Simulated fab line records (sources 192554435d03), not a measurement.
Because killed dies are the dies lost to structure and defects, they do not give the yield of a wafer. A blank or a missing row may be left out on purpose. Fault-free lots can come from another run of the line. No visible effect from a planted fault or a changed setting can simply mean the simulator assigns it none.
Matching of chambers :: flow n5 finfet :: rie diel-05 running N5_MIM_TOP_ETCH_STRIP_01: 4 sister chambers
The step strips in O2. 22 wafers are shown with their chamber, then 11 later ones without.

== WAFERS, EACH WITH ITS CHAMBER ==
wafer: L074.4
chamber: 1
showerhead plenum p Torr (Torr): 2.16
drypump motor current A (A): 6.1
throttle valve pct (%): 16.90

wafer: L074.5
chamber: 2
showerhead plenum p Torr (Torr): 2.23
drypump motor current A (A): 6.4
throttle valve pct (%): 16.69

wafer: L074.6
chamber: 1
showerhead plenum p Torr (Torr): 2.16
drypump motor current A (A): 6.1
throttle valve pct (%): 16.93

wafer: L077.1
chamber: 3
showerhead plenum p Torr (Torr): 1.99
drypump motor current A (A): 5.3
throttle valve pct (%): 16.97

wafer: L077.2
chamber: 0
showerhead plenum p Torr (Torr): 2.03
drypump motor current A (A): 5.9
throttle valve pct (%): 16.47

wafer: L077.6
chamber: 3
showerhead plenum p Torr (Torr): 1.99
drypump motor current A (A): 5.3
throttle valve pct (%): 16.95

wafer: L078.1
chamber: 1
showerhead plenum p Torr (Torr): 2.16
drypump motor current A (A): 6.1
throttle valve pct (%): 16.89

wafer: L078.3
chamber: 2
showerhead plenum p Torr (Torr): 2.23
drypump motor current A (A): 6.3
throttle valve pct (%): 16.63

wafer: L078.6
chamber: 2
showerhead plenum p Torr (Torr): 2.23
drypump motor current A (A): 6.3
throttle valve pct (%): 16.64

wafer: L079.1
chamber: 3
showerhead plenum p Torr (Torr): 1.99
drypump motor current A (A): 5.2
throttle valve pct (%): 16.97

wafer: L079.2
chamber: 1
showerhead plenum p Torr (Torr): 2.16
drypump motor current A (A): 6.1
throttle valve pct (%): 16.91

wafer: L079.5
chamber: 0
showerhead plenum p Torr (Torr): 2.03
drypump motor current A (A): 5.9
throttle valve pct (%): 16.45

wafer: L082.1
chamber: 2
showerhead plenum p Torr (Torr): 2.23
drypump motor current A (A): 6.3
throttle valve pct (%): 16.70

wafer: L082.4
chamber: 0
showerhead plenum p Torr (Torr): 2.03
drypump motor current A (A): 5.9
throttle valve pct (%): 16.49

wafer: L082.5
chamber: 0
showerhead plenum p Torr (Torr): 2.02
drypump motor current A (A): 5.9
throttle valve pct (%): 16.43

wafer: L080.1
chamber: 1
showerhead plenum p Torr (Torr): 2.16
drypump motor current A (A): 6.1
throttle valve pct (%): 16.94

wafer: L080.5
chamber: 2
showerhead plenum p Torr (Torr): 2.23
drypump motor current A (A): 6.4
throttle valve pct (%): 16.69

wafer: L080.6
chamber: 3
showerhead plenum p Torr (Torr): 1.99
drypump motor current A (A): 5.2
throttle valve pct (%): 17.01

wafer: L084.1
chamber: 1
showerhead plenum p Torr (Torr): 2.16
drypump motor current A (A): 6.1
throttle valve pct (%): 16.97

wafer: L084.2
chamber: 3
showerhead plenum p Torr (Torr): 1.98
drypump motor current A (A): 5.2
throttle valve pct (%): 16.97

wafer: L084.6
chamber: 0
showerhead plenum p Torr (Torr): 2.02
drypump motor current A (A): 5.9
throttle valve pct (%): 16.47

wafer: L085.3
chamber: 1
showerhead plenum p Torr (Torr): 2.16
drypump motor current A (A): 6.1
throttle valve pct (%): 16.95

SIGNATURES (means of the wafers above)
reading: showerhead plenum p Torr
chamber 0: 2.0260
chamber 1: 2.1600
chamber 2: 2.2300
chamber 3: 1.9880
scatter within a chamber: 0.00333

reading: drypump motor current A
chamber 0: 5.900
chamber 1: 6.100
chamber 2: 6.340
chamber 3: 5.240
scatter within a chamber: 0.0365

reading: throttle valve pct
chamber 0: 16.4620
chamber 1: 16.9271
chamber 2: 16.6700
chamber 3: 16.9740
scatter within a chamber: 0.027
Rule: a wafer lies at a distance from a chamber equal to the root of the sum of squares, over the readings, of (its reading less the chamber's mean, divided by the reading's scatter). If the next closest chamber is less than 2 further off than the closest, the wafer can't be placed; otherwise it belongs to the closest. How the scatter is found: for the shown wafers, subtract from each reading the mean of its chamber, square and add these, divide the total by (wafers less chambers), then take the root.

== WAFERS MISSING THEIR CHAMBER ==
wafer: L085.4
showerhead plenum p Torr (Torr): 2.02
drypump motor current A (A): 5.9
throttle valve pct (%): 16.46

wafer: L085.5
showerhead plenum p Torr (Torr): 2.16
drypump motor current A (A): 6.1
throttle valve pct (%): 16.97

wafer: L089.1
showerhead plenum p Torr (Torr): 1.98
drypump motor current A (A): 5.2
throttle valve pct (%): 17.02

wafer: L089.2
showerhead plenum p Torr (Torr): 2.15
drypump motor current A (A): 6.1
throttle valve pct (%): 16.99

wafer: L089.4
showerhead plenum p Torr (Torr): 2.02
drypump motor current A (A): 5.9
throttle valve pct (%): 16.51

wafer: L096.1
showerhead plenum p Torr (Torr): 2.22
drypump motor current A (A): 6.3
throttle valve pct (%): 16.77

wafer: L096.2
showerhead plenum p Torr (Torr): 2.02
drypump motor current A (A): 5.9
throttle valve pct (%): 16.49

wafer: L096.5
showerhead plenum p Torr (Torr): 2.24
drypump motor current A (A): 5.2
throttle valve pct (%): 16.57

wafer: L097.2
showerhead plenum p Torr (Torr): 2.22
drypump motor current A (A): 6.4
throttle valve pct (%): 16.73

wafer: L097.3
showerhead plenum p Torr (Torr): 2.02
drypump motor current A (A): 5.9
throttle valve pct (%): 16.49

wafer: L097.4
showerhead plenum p Torr (Torr): 2.15
drypump motor current A (A): 6.1
throttle valve pct (%): 16.97

== CHAMBER TAKEN BY EACH ==
wafer: L085.4
from the rows above: 0
in truth: 0

wafer: L085.5
from the rows above: 1
in truth: 1

wafer: L089.1
from the rows above: 3
in truth: 3

wafer: L089.2
from the rows above: 1
in truth: 1

wafer: L089.4
from the rows above: 0
in truth: 0

wafer: L096.1
from the rows above: 2
in truth: 2

wafer: L096.2
from the rows above: 0
in truth: 0

wafer: L096.5
from the rows above: 2
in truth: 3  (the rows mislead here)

wafer: L097.2
from the rows above: 2
in truth: 2

wafer: L097.3
from the rows above: 0
in truth: 0

wafer: L097.4
from the rows above: 1
in truth: 1
Correct placement for 10 of the 11. Can't be placed from these rows: 0. 1 placed wrongly.
